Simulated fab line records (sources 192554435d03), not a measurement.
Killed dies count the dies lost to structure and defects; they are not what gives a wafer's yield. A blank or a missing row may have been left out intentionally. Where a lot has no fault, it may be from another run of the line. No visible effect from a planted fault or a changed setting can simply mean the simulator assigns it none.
A lot that was struck, set against a sound lot    flow n5_finfet    14 steps out of a route of 1938
Sound: wafers L770.1, L770.3, L770.4. Struck: wafer L785.5. (L785.1, L785.3 of the same lot were not struck and are left out.) The cause comes at the end.
Each step with rows lists, per side, the tool, then ch with its chambers, then its first start. Under that, the readings that differ: sound wafers    struck wafers    difference of the means    sigmas: that difference in standard deviations of wafers without a fault.
alike: same words and numbers on both sides, and readings whose means sit less than 2 such deviations apart. not compared: any withheld reading, any reading some wafer has no value for, any bound like >300 that may hide the same value, and any number with overlapping values for which the record gives no deviation.
Wherever a step has rows on one side only, a row that says differs or no value, or a row with sigmas, the two part there. When numbers do not overlap yet have no deviation, they are printed without sigmas and do not part them. A reading that every wafer of one side lacks parts them only if that side has two wafers or more.

first, 3 steps without rows for these wafers: N5_BEOL_M15_SPUTTER_45 (material Cu, target thk 100 nm, time 16.67 s); N5_BEOL_M15_ECD_47 (material Cu, target thk 1860 nm); N5_BEOL_M15_ANNEAL_48 (time 90 s).
N5_BEOL_M15_CMP_49: polishes, stops on SiO2, t overpolish 4.9 s, target thk 850 nm.
  sound on cmp-03 ch 1,2,3, day 12 00:08; struck on cmp-03 ch 2, day 15 00:56
reading                    sound              struck  difference  sigmas
clearing_platen_rpm (rpm)  79.97 79.95 79.89  80.04   +0.10       +2
  alike: barrier_field_endpoint_s, motor_current_A, overpolish_run_s
N5_BEOL_M15_THK_MEAS_50: measures by xrf.
  sound on film_metro-01, day 12 00:23; struck on film_metro-01, day 15 01:14
  alike: M15_THK
then, 1 step without rows for these wafers: N5_BEOL_M15_PRE_CLEAN_52 (time 15 s).
N5_BEOL_M15_DEP_53: deposits SiCN from 3MS/NH3, target thk 50 nm, time 17.8 s.
  sound on pecvd-04 ch 1,2, day 12 00:27; struck on pecvd-02 ch 0, day 15 01:18
reading                          sound              struck  difference  sigmas
showerhead_plenum_p_Torr (Torr)  4.172 4.152 4.159  4.120   -0.041      -2
  alike: throttle_valve_pct
N5_BEOL_M15_RS_MEAS_54: measures by four-point-probe.
  sound on film_metro-02, day 12 00:31; struck on film_metro-02, day 15 01:22
  alike: M15_RS
N5_BEOL_M15_INSPECT_55: inspects for defects (darkfield).
  sound on defect_inspect-02, day 12 00:32; struck on defect_inspect-02, day 15 01:23
  alike: raw_defect_count
N5_BEOL_M15_RC_MEAS_101:
  sound on prober-01 ch 0, day 12 00:34; struck on prober-02 ch 0, day 15 01:25
reading           sound           struck  difference  sigmas
SERP_M8 (ohm/um)  14.2 12.9 13.3  14.7    +1.2        +2
  alike: COMB_M10, COMB_M11, COMB_M12, COMB_M13, COMB_M14, COMB_M15, COMB_M5, COMB_M6, COMB_M7, COMB_M8, COMB_M9, SERP_M10, SERP_M11, SERP_M12, SERP_M13, SERP_M14, SERP_M5, SERP_M6, SERP_M7, SERP_M9
N5_PASSIVATION_PECVD_00: deposits SiO2 from SiH4/N2O, target thk 200 nm, time 11.2 s.
  sound on pecvd-01 ch 0,1,2, day 12 01:32; struck on pecvd-01 ch 2, day 15 02:23
  alike: heater_power_w, showerhead_plenum_p_Torr, throttle_valve_pct
N5_MIM_BOT_DEGAS_01: time 60 s.
  sound on pvd_sputter-01, day 12 02:44; struck on pvd_sputter-01, day 15 02:59
  alike: heater_power_w
N5_MIM_BOT_SPUTTER_00: material TiN, target thk 35 nm, time 89.7 s.
  sound on pvd_sputter-01, day 12 02:47; struck on pvd_sputter-01, day 15 03:01
reading                                      sound           struck  difference  sigmas
model.TiN_of_MIM_BOT_SPUTTER_00.thk_nm (nm)  34.8 34.6 34.8  49      +14         
  alike: throttle_valve_pct
N5_MIM_TOP_ALD_00: deposits Al2O3, purge time 3 s, co reactant pulse time 3 s.
  the record has rows for the sound wafers here (ald_hk-01 ch 0,1,3, day 12 02:53) and none for the struck ones

## WHERE THEY PART
At N5_BEOL_M15_CMP_49 first; at N5_MIM_TOP_ALD_00 last (within this record only).

WHY: what the simulator had put in
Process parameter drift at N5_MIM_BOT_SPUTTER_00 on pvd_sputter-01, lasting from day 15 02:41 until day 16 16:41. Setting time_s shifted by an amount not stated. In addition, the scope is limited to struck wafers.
